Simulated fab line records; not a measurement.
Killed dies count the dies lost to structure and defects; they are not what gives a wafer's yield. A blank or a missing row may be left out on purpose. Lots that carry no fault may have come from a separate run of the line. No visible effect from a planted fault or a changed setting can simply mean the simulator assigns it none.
Problem report in the 8D (eight disciplines) form, filled by code :: flow n5_finfet :: the parts of the form that need people (team, actions taken, sign-off) are left out

== 1. WHAT IS WRONG ==
At N5_HKMG_FIN_CMP_94, platen_rpm averages 48.260 rpm over 6 wafers from 2 lots, while fault-free wafers read 50.291 rpm, standard deviation 0.03. Measured from the usual mean, that is -68 standard deviations.
The step: polishes, stops on SiNx, t overpolish 4.7 s, target thk 43.299 nm.
Seen first at day 8 08:22 on cmp-02, wafer L634.3. At this step, 28 wafers from 10 lots have a number in the record. The rule behind "out" and "out of limits": a value lying over 4 standard deviations away from the usual mean. All remaining wafers that have a number are taken as sound.

== 2. WHAT THIS IS AND IS NOT ==
question: which readings at this step
is: platen_rpm
is not: motor_current_A

question: which lots
is: L634, L637
is not: L618, L619, L621, L623, L624, L626, L640, L641

question: which wafers of those lots
is: all that have a number
is not: -

question: read on which tools
is: cmp-02
is not: cmp-01, cmp-03

question: when
is: from day 8 08:22
is not: up to then (16 sound wafers); but 6 sound wafers of L640, L641 came after

== 3. SUSPECTS, AND WHAT RULES EACH OUT ==
Counting: a tool at a process step up to the reading stays a suspect if it ran every lot that is out and no sound lot after the first of them.
- cmp-02 at N5_HKMG_FIN_CMP_94 (polishes, stops on SiNx, t overpolish 4.7 s, target thk 43.299 nm): kept. It processed each lot that is out, first L634 at day 8 08:22, and no sound lot thereafter; up to then, the last sound lot it processed was L624 at day 6 00:06. Its own readings are out on those wafers: platen_rpm.
Left after counting: cmp-02 at N5_HKMG_FIN_CMP_94.

== 4. THE CAUSE (what the simulator had put in) ==
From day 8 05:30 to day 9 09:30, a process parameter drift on cmp-02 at N5_HKMG_FIN_CMP_94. Setting platen_rpm shifted by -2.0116 from 50.289. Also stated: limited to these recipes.
The count eliminated every tool but this one.

== 5. SEQUENCE OF EFFECTS, ordered by route ==
Each row: a reading whose mean over the struck wafers that have a number lies more than 3 standard deviations from the usual. Only readings whose record carries a usual standard deviation are examined. hours: median over the lots of the time between each lot's start at the first step of this table that gives one and its start at this step. sigmas: the change, counted in usual standard deviations.
hours: 0
step: N5_HKMG_FIN_CMP_94
reading: platen_rpm
usual: 50.291 rpm
on struck wafers: 48.260
change: -2.031
sigmas: -68
It contains these process steps:
- N5_HKMG_FIN_CMP_94: polishes, stops on SiNx, t overpolish 4.7 s, target thk 43.299 nm.
At these later measuring or inspecting steps, every struck wafer for which the step has a row has a number for every such reading, and none has moved that far: N5_BEOL_M4_RC_MEAS_101.

== 6. HOW IT WOULD HAVE BEEN CAUGHT EARLIER ==
The fault began at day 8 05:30; the first out-of-limits reading in this record came at day 8 08:22, 3 hours later.
